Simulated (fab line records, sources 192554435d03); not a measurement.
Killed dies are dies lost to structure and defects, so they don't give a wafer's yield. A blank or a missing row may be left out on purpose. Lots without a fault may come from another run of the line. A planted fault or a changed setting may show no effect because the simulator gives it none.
One fault seen from 2 desks | flow n5_finfet | each desk has only its own numbers; what lay behind them comes last

THE TOOL OWNER'S DESK: pecvd-03
The tool's own readings at N5_FIN_SAQP_PECVD_48 (deposits SiNx from SiH4/NH3/N2, target thk 25 nm, time 22.1 s): means of the sampled wafers that have a number, for each lot that ran on this tool. A lot is out of limits, marked OUT, if its mean lies more than 4 standard deviations from the usual mean; the brackets give that distance.
Columns: A = chamber_pressure_Torr at N5_FIN_SAQP_PECVD_48, usual 1.500 Torr; B = heater_power_outer_w at N5_FIN_SAQP_PECVD_48, usual 461 W; C = heater_power_w at N5_FIN_SAQP_PECVD_48, usual 759 W; D = showerhead_plenum_p_Torr at N5_FIN_SAQP_PECVD_48, usual 5.13 Torr; E = throttle_valve_pct at N5_FIN_SAQP_PECVD_48, usual 39.5 %
lot  | first seen here | A     | B   | C   | D    | E
L537 | day 2 21:12     | 1.504 | 493 | 793 | 5.09 | 38.7
L543 | day 4 08:59     | 1.498 | 471 | 746 | 5.08 | 39.1
L546 | day 5 04:56     | 1.499 | 497 | 808 | 5.08 | 38.9
L553 | day 6 22:22     | 1.497 | 525 | 839 | 5.07 | 39.2
L556 | day 7 15:18     | 1.502 | 516 | 851 | 5.11 | 39.1
This desk's finding: nothing out of limits on any of the 5 lots.

THE METROLOGY DESK
What the gauges read, lot by lot, whatever tool the lot ran on: means of the sampled wafers that have a number. A lot is out of limits, marked OUT, if its mean lies more than 4 standard deviations from the usual mean; the brackets give that distance. Of its 11 readings 7 are shown: those that lie furthest out on some lot.
Columns: A = cd_nm at N5_FIN_SAQP_CD_MEAS_31, usual 8.18 nm; B = DIBL_N at N5_BEOL_M4_RC_MEAS_101, usual 37.5 mV/V; C = IOFF_N at N5_BEOL_M4_RC_MEAS_101, usual 0.18 nA/um; D = IOFF_P at N5_BEOL_M4_RC_MEAS_101, usual 0.24 nA/um; E = ION_P at N5_BEOL_M4_RC_MEAS_101, usual 464 uA/um; F = VT_N at N5_BEOL_M4_RC_MEAS_101, usual 249 mV; G = VT_P at N5_BEOL_M4_RC_MEAS_101, usual -249 mV
lot  | first seen here | A    | B    | C    | D    | E   | F   | G
L537 | day 3 02:39     | 7.92 | 37.6 | 0.15 | 0.24 | 467 | 250 | -247
L538 | day 3 07:46     | 8.43 | 35.7 | 0.18 | 0.22 | 464 | 249 | -251
L543 | day 4 13:43     | 8.16 | 36.1 | 0.18 | 0.23 | 460 | 251 | -248
L546 | day 5 10:00     | 8.06 | 37.7 | 0.19 | 0.22 | 455 | 249 | -252
L553 | day 7 03:23     | 8.01 | 38.4 | 0.22 | 0.28 | 473 | 246 | -246
L555 | day 7 15:16     | 8.19 | 37.8 | 0.19 | 0.24 | 465 | 245 | -251
L556 | day 7 19:34     | 7.90 | 36.9 | 0.17 | 0.20 | 454 | 249 | -252
This desk's finding: nothing out of limits on any of the 7 lots.

PUT TOGETHER
The tool owner's desk saw nothing out of limits.
The metrology desk saw nothing out of limits.

WHAT THE SIMULATOR HAD PUT IN
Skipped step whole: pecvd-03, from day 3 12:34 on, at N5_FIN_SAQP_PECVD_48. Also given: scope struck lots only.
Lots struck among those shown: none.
